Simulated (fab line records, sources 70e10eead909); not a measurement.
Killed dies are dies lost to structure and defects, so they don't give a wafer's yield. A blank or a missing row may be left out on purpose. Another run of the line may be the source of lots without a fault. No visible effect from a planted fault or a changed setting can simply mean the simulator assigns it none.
What tool caused it?	flow nandHarc	14 lots, 42 wafers sampled, at 4 steps of a route of 1159

== WHAT THE GAUGES READ, wafer by wafer ==
NHARC_A_BONDPAD_OVL_MEAS_35. Usual: overlayXNm 1 nm, standard deviation 5.3; overlayYNm -2 nm, standard deviation 6.2.
lot	measured	on	overlayXNm (nm)	overlayYNm (nm)	flag
L591	day 18 02:49	overlay-02	1 1 1	5 5 5	
L592	day 18 03:32	overlay-02	-2 -2 -2	-11 -10 -11	
L593	day 18 05:20	overlay-02	-1 0 0	-3 -3 -3	
L589	day 18 06:12	overlay-01	-1 -2 -2	-13 -13 -12	
L594	day 19 03:07	overlay-02	9 8 9	10 11 11	
L590	day 19 05:56	overlay-02	6 6 6	-2 -2 -2	
L597	day 20 09:30	overlay-02	1 1 1	-4 -3 -3	
L602	day 21 06:13	overlay-01	-11 -10 -10	7 7 8	
L606	day 21 17:46	overlay-02	3 3 4	-8 -8 -7	
L605	day 22 00:09	overlay-02	2 2 2	-5 -5 -5	
L607	day 22 09:15	overlay-01	8 8 7	-3 -3 -3	
L609	day 22 17:43	overlay-01	7 7 7	4 4 4	
L610	day 23 11:09	overlay-02	8 8 9	3 4 3	
L612	day 23 15:40	overlay-02	-1 0 -1	10 9 9	

NHARC_END_SORT_01. Usual: killedAtArray 29, standard deviation 11; killedAtOther 0.6, standard deviation 1; killedAtPeriphery 3.1, standard deviation 2.1; killedDies 33, standard deviation 11; killedOpen 3.1, standard deviation 1.9; killedShort 1.9, standard deviation 1.5.
lot	measured	on	killedAtArray	killedAtOther	killedAtPeriphery	killedDies	killedOpen	killedShort	flag
L597	day 21 21:58	prober-01	82 113 101	0 1 0	8 3 4	90 117 105	1 2 2	0 3 2	OFF
L602	day 22 19:25	prober-02	95 82 104	2 2 2	2 1 4	99 85 110	2 1 2	3 2 0	OFF
L605	day 23 11:13	prober-02	41 37 44	0 1 0	6 2 8	47 40 52	5 1 1	5 1 5	
L609	day 24 04:46	prober-02	34 34 39	0 0 0	2 1 1	36 35 40	1 3 2	1 1 2	

== WHICH TOOL RAN EACH LOT (tool, then ch and the chambers of the sampled wafers, then the start) ==
lot	NHARC_A_CONTACT_ETCH_132	NHARC_THIN_TSV_DEGAS_49
L591	harCapEtch-02 ch 0,1, day 17 02:02	pvdSputter-03, day 19 03:19
L592	harCapEtch-03 ch 0,1, day 17 03:10	pvdSputter-02, day 19 03:52
L593	harCapEtch-02 ch 0,1, day 17 04:25	pvdSputter-02, day 19 03:01
L589	harCapEtch-03 ch 0,1, day 17 07:06	pvdSputter-01, day 19 03:38
L594	harCapEtch-02 ch 0,1, day 17 17:43	pvdSputter-03, day 19 22:02
L590	harCapEtch-01 ch 0,1, day 17 20:11	pvdSputter-01, day 20 06:10
L597	harCapEtch-02 ch 0,1, day 19 02:04	pvdSputter-03, day 21 05:47
L602	harCapEtch-02 ch 0,1, day 20 03:27	pvdSputter-03, day 21 23:35
L606	harCapEtch-01 ch 0,1, day 20 14:39	pvdSputter-02, day 22 15:30
L605	harCapEtch-03 ch 0,1, day 20 20:37	pvdSputter-02, day 22 19:03
L607	harCapEtch-03 ch 0,1, day 21 01:19	pvdSputter-03, day 23 10:08
L609	harCapEtch-01 ch 0,1, day 21 15:25	pvdSputter-03, day 23 11:10
L610	harCapEtch-03 ch 1, day 22 05:08	pvdSputter-03, day 24 08:52
L612	harCapEtch-01 ch 1, day 22 07:32	pvdSputter-01, day 24 11:39
- NHARC_A_CONTACT_ETCH_132: etches the open film in C4F8/O2/Ar, time 156 s, target depth 958 nm.
- NHARC_THIN_TSV_DEGAS_49: time 120 s.

== AS READ BY THE TOOLS THEMSELVES (means over the sampled wafers that have a number; for cases with no such wafer, the mark the record gives instead) ==
NHARC_THIN_TSV_DEGAS_49. Usual: heaterPowerW at 431 W, with a standard deviation of 40.
lot	tool	heaterPowerW (W)	flag
L591	pvdSputter-03	474	
L592	pvdSputter-02	447	
L593	pvdSputter-02	450	
L589	pvdSputter-01	416	
L594	pvdSputter-03	432	
L590	pvdSputter-01	408	
L597	pvdSputter-03	398	
L602	pvdSputter-03	414	
L606	pvdSputter-02	432	
L605	pvdSputter-02	430	
L607	pvdSputter-03	402	
L609	pvdSputter-03	417	
L610	pvdSputter-03	433	
L612	pvdSputter-01	422	

== THE ANSWER, worked out from the rows above alone ==
Rule: take the mean of a lot's wafers that have a number; if it is more than 3 standard deviations from the usual mean, the lot is off. A lot without any number at a reading at which 4 lots or more have one is off too. Any other lot the step has rows for is counted as sound. First the gauges in route order, then the tools' own readings, where a lot's mean is used as printed above. At the first step where some lot is off, the reading lying furthest off is the one used; lots without a number count as furthest.
Off: L597, L602 (NHARC_END_SORT_01, killedDies). Neither off nor sound, because the step has no rows for them: L591, L592, L593, L589, L594, L590, L606, L607, L610, L612.
A tool fits if, at a process step before that reading, it ran every lot that is off, and no sound lot after the first of them. Those tools and the gauges at NHARC_END_SORT_01 are tried in the same way. One fits: NHARC_A_CONTACT_ETCH_132 on harCapEtch-02. It ran no sound lot before its first lot that is off in this sample, so the start can't be narrowed down.

== WHAT THE SIMULATOR HAD INSERTED ==
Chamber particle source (harCapEtch-02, NHARC_A_CONTACT_ETCH_132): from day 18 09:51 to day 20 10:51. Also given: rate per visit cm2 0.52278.
Shown lots that were struck: L597, L602. The same result came from the rule above.
